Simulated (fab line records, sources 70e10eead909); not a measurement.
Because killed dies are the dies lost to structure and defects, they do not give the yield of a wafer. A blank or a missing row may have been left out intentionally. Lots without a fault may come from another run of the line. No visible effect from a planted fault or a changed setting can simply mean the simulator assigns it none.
Which of the tools did it?    flow nand_harc    13 lots, 38 wafers sampled, at 5 steps of a route of 1159

== WHAT EACH GAUGE READ, for each wafer ==
NHARC_END_SORT_01. Usual: killed_at_array 29, standard deviation 9.4; killed_at_other 0.7, standard deviation 1.3; killed_at_periphery 2.9, standard deviation 2.1; killed_dies 32, standard deviation 9; killed_open 3.3, standard deviation 1.8; killed_short 1.9, standard deviation 1.4.
lot   measured      on         killed_at_array  killed_at_other  killed_at_periphery  killed_dies  killed_open  killed_short  flag
L891  day 21 15:29  prober-02  27 23 34         1 0 0            4 6 1                32 29 35     4 4 2        4 4 1         
L892  day 22 07:00  prober-01  24 15 24         0 0 0            2 6 2                26 21 26     2 2 4        3 1 1         

== TOOL THAT RAN EACH LOT (tool first, then ch and the chambers of the sampled wafers, then the start) ==
lot   NHARC_A_CHANNEL_HOLE_D1_ETCH_44     NHARC_A_CHANNEL_HOLE_D1_XSEM_31  NHARC_A_CHANNEL_FILL_D1_ALD_14    NHARC_A_CHANNEL_FILL_D1_ETCHBACK_20
L883  rie_diel-02 ch 0,1, day 8 06:47     xsem-01 ch 0, day 8 07:40        ald_hk-02 ch 1,3, day 8 15:01     rie_diel-03 ch 1,3, day 9 14:45
L885  rie_diel-10 ch 1,3, day 9 07:40     xsem-01 ch 0, day 9 08:34        ald_hk-02 ch 1,2,3, day 9 15:53   rie_diel-03 ch 0,2,3, day 10 10:14
L884  rie_diel-06 ch 0,3, day 9 07:48     xsem-02 ch 0, day 9 08:41        ald_hk-03 ch 0,1,2, day 9 15:55   rie_diel-04 ch 0,3, day 10 10:14
L887  rie_diel-02 ch 0,1,3, day 9 11:57   xsem-02 ch 0, day 9 12:50        ald_hk-02 ch 0,1,2, day 9 20:00   rie_diel-04 ch 0,1,3, day 10 10:19
L889  rie_diel-02 ch 1,2,3, day 10 00:17  xsem-02 ch 0, day 10 01:10       ald_hk-03 ch 0,1,3, day 10 07:49  rie_diel-03 ch 1,2, day 11 00:45
L888  rie_diel-10 ch 0,1,3, day 10 04:26  xsem-01 ch 0, day 10 05:19       ald_hk-04 ch 0,1, day 10 12:35    rie_diel-03 ch 0,3, day 11 06:20
L891  rie_diel-10 ch 1,2,3, day 10 07:08  xsem-02 ch 0, day 10 08:01       ald_hk-03 ch 2,3, day 10 12:41    rie_diel-04 ch 0,2, day 11 06:21
L892  rie_diel-10 ch 0,1, day 10 20:08    xsem-01 ch 0, day 10 21:08       ald_hk-04 ch 1,2,3, day 11 05:34  rie_diel-03 ch 0,3, day 11 22:32
L893  rie_diel-10 ch 0,2, day 11 14:07    xsem-01 ch 0, day 11 15:23       ald_hk-03 ch 2,3, day 11 22:27    rie_diel-03 ch 1,2, day 12 15:44
L895  rie_diel-06 ch 0,3, day 11 14:15    xsem-02 ch 0, day 11 15:08       ald_hk-04 ch 0,2,3, day 11 22:25  rie_diel-04 ch 0,1, day 12 15:43
L903  rie_diel-02 ch 1,3, day 13 06:18    xsem-02 ch 0, day 13 07:19       ald_hk-04 ch 0,1,2, day 13 14:40  rie_diel-04 ch 0,1,2, day 14 07:46
L904  rie_diel-10 ch 0,1,2, day 13 21:01  xsem-01 ch 0, day 13 21:53       ald_hk-04 ch 0,1,2, day 14 05:13  rie_diel-04 ch 0,1,2, day 14 22:09
L906  rie_diel-10 ch 0,1,2, day 14 18:10  xsem-01 ch 0, day 14 19:02       ald_hk-04 ch 0,1,3, day 15 02:39  rie_diel-12 ch 1,2,3, day 15 17:38
- NHARC_A_CHANNEL_HOLE_D1_ETCH_44: etches the open film in CF4/O2, target depth 140 nm, overetch 14 nm, time 77 s.
- NHARC_A_CHANNEL_HOLE_D1_XSEM_31
- NHARC_A_CHANNEL_FILL_D1_ALD_14: deposits SiO2, target thk 2.5 nm, pulse time 10 s, ald cycles 25.
- NHARC_A_CHANNEL_FILL_D1_ETCHBACK_20: etches the open film in C4F8/O2/Ar, target depth 27 nm, time 13.5 s.

== AS READ BY THE TOOLS THEMSELVES (means over the sampled wafers that have a number; for cases with no such wafer, the mark the record gives instead) ==
NHARC_A_CHANNEL_HOLE_D1_ETCH_44. Usual: drypump_motor_current_A 5.87 A, standard deviation 0.23; oes_f_703_au 1.000 a.u., standard deviation 0.0043; oes_product_au 1.001 a.u., standard deviation 0.0093; rf_vpp_V 197.5 V, standard deviation 1.1; showerhead_plenum_p_Torr 1.32 Torr, standard deviation 0.036; throttle_valve_pct 13.397 %, standard deviation 0.0091.
lot   tool         drypump_motor_current_A (A)  oes_f_703_au (a.u.)  oes_product_au (a.u.)  rf_vpp_V (V)  showerhead_plenum_p_Torr (Torr)  throttle_valve_pct (%)  flag
L883  rie_diel-02  5.87                         1.000                1.001                  197.8         1.36                             13.405                  
L885  rie_diel-10  5.61                         1.000                0.991                  197.2         1.28                             13.400                  
L884  rie_diel-06  6.09                         0.999                1.008                  197.1         1.31                             13.392                  
L887  rie_diel-02  5.91                         1.005                1.005                  197.9         1.33                             13.392                  
L889  rie_diel-02  6.00                         1.003                1.006                  197.7         1.33                             13.400                  
L888  rie_diel-10  5.78                         1.000                0.988                  197.5         1.31                             13.401                  
L891  rie_diel-10  5.77                         0.999                1.003                  197.4         1.29                             13.408                  
L892  rie_diel-10  5.52                         0.998                1.002                  198.0         1.30                             13.394                  
L893  rie_diel-10  5.84                         0.995                0.996                  198.2         1.33                             13.397                  
L895  rie_diel-06  5.99                         1.001                1.017                  196.5         1.31                             13.396                  
L903  rie_diel-02  5.95                         1.000                1.007                  196.1         1.29                             13.394                  
L904  rie_diel-10  5.66                         1.001                0.996                  197.4         1.31                             13.400                  
L906  rie_diel-10  5.69                         1.001                0.997                  198.2         1.31                             13.404                  

NHARC_A_CHANNEL_HOLE_D1_XSEM_31. Usual: bot_cd_nm 74.9 nm, standard deviation 1.3; bow_nm 8.66 nm, standard deviation 0.25; tilt_deg 0.07 degrees, standard deviation 0.045.
lot   tool     bot_cd_nm (nm)  bow_nm (nm)  tilt_deg (degrees)  flag
L883  xsem-01  74.9            8.33         0.08                
L885  xsem-01  73.7            8.56         0.01                
L884  xsem-02  74.7            8.57         0.09                
L887  xsem-02  75.3            8.42         0.05                
L889  xsem-02  75.0            9.03         0.07                
L888  xsem-01  75.1            8.49         0.09                
L891  xsem-02  75.3            8.50         0.08                
L892  xsem-01  74.2            8.54         0.08                
L893  xsem-01  74.2            9.25         0.03                
L895  xsem-02  75.7            8.94         0.06                
L903  xsem-02  76.3            8.75         0.11                
L904  xsem-01  74.7            8.79         -0.01               
L906  xsem-01  73.0            8.51         0.16                

NHARC_A_CHANNEL_FILL_D1_ALD_14. Usual: heater_power_w 465 W, standard deviation 51; precursor_pulse_height_rel 0.999, standard deviation 0.02.
lot   tool       heater_power_w (W)  precursor_pulse_height_rel  flag
L883  ald_hk-02  482                 0.995                       
L885  ald_hk-02  513                 1.006                       
L884  ald_hk-03  448                 0.977                       
L887  ald_hk-02  446                 1.008                       
L889  ald_hk-03  458                 1.026                       
L888  ald_hk-04  458                 1.005                       
L891  ald_hk-03  428                 0.995                       
L892  ald_hk-04  473                 0.991                       
L893  ald_hk-03  426                 1.014                       
L895  ald_hk-04  492                 1.000                       
L903  ald_hk-04  488                 0.999                       
L904  ald_hk-04  492                 1.010                       
L906  ald_hk-04  468                 1.020                       

NHARC_A_CHANNEL_FILL_D1_ETCHBACK_20. Usual: oes_product_au 0.97 a.u., standard deviation 0.037; rf_vpp_V 980 V, standard deviation 5.6.
lot   tool         oes_product_au (a.u.)  rf_vpp_V (V)  flag
L883  rie_diel-03  0.93                   976           
L885  rie_diel-03  1.01                   984           
L884  rie_diel-04  0.91                   978           
L887  rie_diel-04  0.99                   981           
L889  rie_diel-03  0.99                   980           
L888  rie_diel-03  1.00                   982           
L891  rie_diel-04  0.93                   972           
L892  rie_diel-03  1.00                   982           
L893  rie_diel-03  0.98                   980           
L895  rie_diel-04  0.92                   980           
L903  rie_diel-04  1.00                   977           
L904  rie_diel-04  1.00                   977           
L906  rie_diel-12  0.92                   984           

== THE ANSWER, worked out from the rows above alone ==
Rule: lot off if the mean of its wafers having a number is beyond 3 standard deviations from the usual mean. Also off: a lot with no number at a reading for which 4 or more lots have one. The other lots that the step has rows for count as sound. Order of review: gauges by route order, followed by the tools' own readings, for which a lot's mean as printed above is used. At the first step where some lot is off, the reading lying furthest off is the one used; lots without a number count as furthest.
Across all readings shown, no lot is off: no conclusion can be drawn from this.

== WHAT HAD BEEN PUT IN BY THE SIMULATOR ==
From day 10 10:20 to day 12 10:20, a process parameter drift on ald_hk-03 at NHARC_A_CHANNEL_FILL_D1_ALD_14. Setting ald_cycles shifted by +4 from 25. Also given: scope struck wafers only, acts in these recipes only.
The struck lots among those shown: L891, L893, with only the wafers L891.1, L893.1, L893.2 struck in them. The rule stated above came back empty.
